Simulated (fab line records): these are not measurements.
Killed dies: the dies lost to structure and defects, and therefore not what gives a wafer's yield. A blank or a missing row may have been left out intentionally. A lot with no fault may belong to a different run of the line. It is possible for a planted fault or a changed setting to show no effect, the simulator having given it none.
The same fault as seen by 2 desks ; flow n5-finfet ; what lay behind the numbers comes last; until then each desk has only its own

== AT THE TOOL OWNER'S DESK: krf-scanner-02 ==
The tool's own readings at N5_BEOL_M14_EXPOSE_25 (exposes mask M14, target cd 280 nm): means of the sampled wafers that have a number, for each lot that ran on this tool. The brackets show how far a lot's mean lies from the usual mean; more than 4 standard deviations puts the lot out of limits, marked OUT.
Columns: A = focus-offset-nm at N5_BEOL_M14_EXPOSE_25, usual 0.0 nm; B = reticle-temp-C at N5_BEOL_M14_EXPOSE_25, usual 22.98 C
lot;first seen here;A;B
L721;day 11 01:51;-0.3;23.04
L722;day 11 12:07;-0.6;23.16
L725;day 12 09:05;-0.3;22.82
L726;day 12 09:37;-0.5;22.94
L728;day 12 23:22;0.3;23.18
L729;day 13 12:11;-0.4;23.03
L732;day 14 02:24;0.0;23.06
L735;day 14 19:59;-0.2;22.94
L742;day 17 14:11;0.5;22.81
This desk's finding: nothing out of limits on any of the 9 lots.

== THE METROLOGY DESK ==
Lot by lot, what the gauges showed, no matter which tool ran the lot: averages of those sampled wafers that carry a number. The brackets show how far a lot's mean lies from the usual mean; more than 4 standard deviations puts the lot out of limits, marked OUT.
Columns: A = M13_THK at N5_BEOL_M13_THK_MEAS_50, usual 424 nm; B = cd-nm at N5_BEOL_M14_CD_MEAS_28, usual 284.9 nm
lot;first seen here;A;B
L721;day 11 00:13;423;285.9
L722;day 11 10:38;421;284.6
L725;day 12 07:43;425;286.3
L726;day 12 08:14;427;286.0
L728;day 12 22:00;427;284.7
L729;day 13 10:28;422;289.4
L732;day 14 00:46;430;289.3
L735;day 14 18:22;418;287.1
L743;day 16 22:41;424;286.2
L741;day 17 09:43;421;285.5
L742;day 17 12:40;428;286.8
This desk's finding: nothing out of limits on any of the 11 lots.

== TAKEN TOGETHER ==
The tool owner's desk saw nothing out of limits.
From the metrology desk's view, nothing was out of limits.

== WHAT HAD BEEN PUT IN BY THE SIMULATOR ==
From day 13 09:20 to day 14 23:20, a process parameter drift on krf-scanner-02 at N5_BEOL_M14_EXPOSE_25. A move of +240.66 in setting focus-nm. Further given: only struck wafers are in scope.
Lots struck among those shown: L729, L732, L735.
